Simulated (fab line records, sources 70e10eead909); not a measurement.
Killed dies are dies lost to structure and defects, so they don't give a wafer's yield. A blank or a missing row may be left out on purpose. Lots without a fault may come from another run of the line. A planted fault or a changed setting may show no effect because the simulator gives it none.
A struck lot beside a sound one | flow nand_harc | 15 steps out of a route of 1159
Sound: wafers L784.2, L784.3, L784.6. Struck: wafers L794.3, L794.4, L794.5. The cause comes at the end.
At each step with rows: each side's tool, then ch and its chambers, then its first start. Under that, the readings that differ: sound wafers | struck wafers | difference of the means | sigmas: that difference in standard deviations of wafers without a fault.
alike: readings whose means differ by less than 2 such deviations, and words and numbers that are the same on both sides. not compared: withheld readings, readings that some wafer has no value for, bounds like >300 that may hide the same value, and numbers for which the record gives no deviation and whose values overlap.
The two part at a step that has a row with sigmas, a row that says differs or no value, or rows on one side only. Numbers that don't overlap but have no deviation are shown without sigmas and don't part them. A reading that every wafer of one side lacks parts them only if that side has two wafers or more.

NHARC_A_M1_PRE_CLEAN_32: time 12 s.
  sound on pecvd-03 ch 0,2, day 19 01:26; struck on pecvd-01 ch 0,1,2, day 22 12:50
  alike: heater_power_outer_w, heater_power_w
NHARC_A_M1_DEP_33: deposits SiCN, target thk 30 nm.
  sound on pecvd-03 ch 0,2, day 19 01:31; struck on pecvd-01 ch 0,1,2, day 22 12:55
  alike: heater_power_outer_w, heater_power_w
NHARC_A_BONDPAD_DEP_00: deposits SiCN, target thk 250 nm.
  sound on pecvd-04 ch 1,2, day 19 02:10; struck on pecvd-04 ch 0,1, day 22 13:28
  alike: heater_power_outer_w, heater_power_w
NHARC_A_BONDPAD_CMP_29: polishes SiCN, target thk 200 nm.
  sound on cmp-01 ch 2,3, day 19 02:31; struck on cmp-01 ch 1,2, day 22 13:53
  alike: motor_current_A
NHARC_A_BONDPAD_THK_MEAS_30: measures by ellipsometry.
  sound on film_metro-02, day 19 02:46; struck on film_metro-01, day 22 14:08
  alike: thk_nm
then, 7 steps without rows for these wafers: NHARC_A_BONDPAD_SRD_31; NHARC_A_BONDPAD_DEHYDRATE_01 (time 120 s); NHARC_A_BONDPAD_HMDS_02 (time 30 s); NHARC_A_BONDPAD_COAT_33 (time 65 s); NHARC_A_BONDPAD_COAT_03 (resist thk 600 nm); NHARC_A_BONDPAD_SOFTBAKE_04 (time 70 s); NHARC_A_BONDPAD_EBR_05.
NHARC_A_BONDPAD_EXPOSE_06: exposes mask A BPAD.
  sound on krf_scanner-04 ch 0, day 19 03:11; struck on krf_scanner-03 ch 0, day 22 14:34
  reading              | sound             | struck            | difference | sigmas
  exposure_dose_mJ_cm2 | 37.00 36.93 36.94 | 42.10 42.12 42.15 | +5.17      | +99 or more
  alike: mask
then, 1 step without rows for these wafers: NHARC_A_BONDPAD_PEB_07 (peb time 80 s).
NHARC_END_SORT_01:
  the record has rows for the struck wafers here (prober-02 ch 0, day 24 02:45) and none for the sound ones

WHERE THEY PART
First at NHARC_A_BONDPAD_EXPOSE_06; last, within this record, at NHARC_END_SORT_01.

WHY: what the simulator had put in
Process parameter drift: krf_scanner-03, from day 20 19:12 on, at NHARC_A_BONDPAD_EXPOSE_06. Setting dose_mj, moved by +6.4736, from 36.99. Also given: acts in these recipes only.
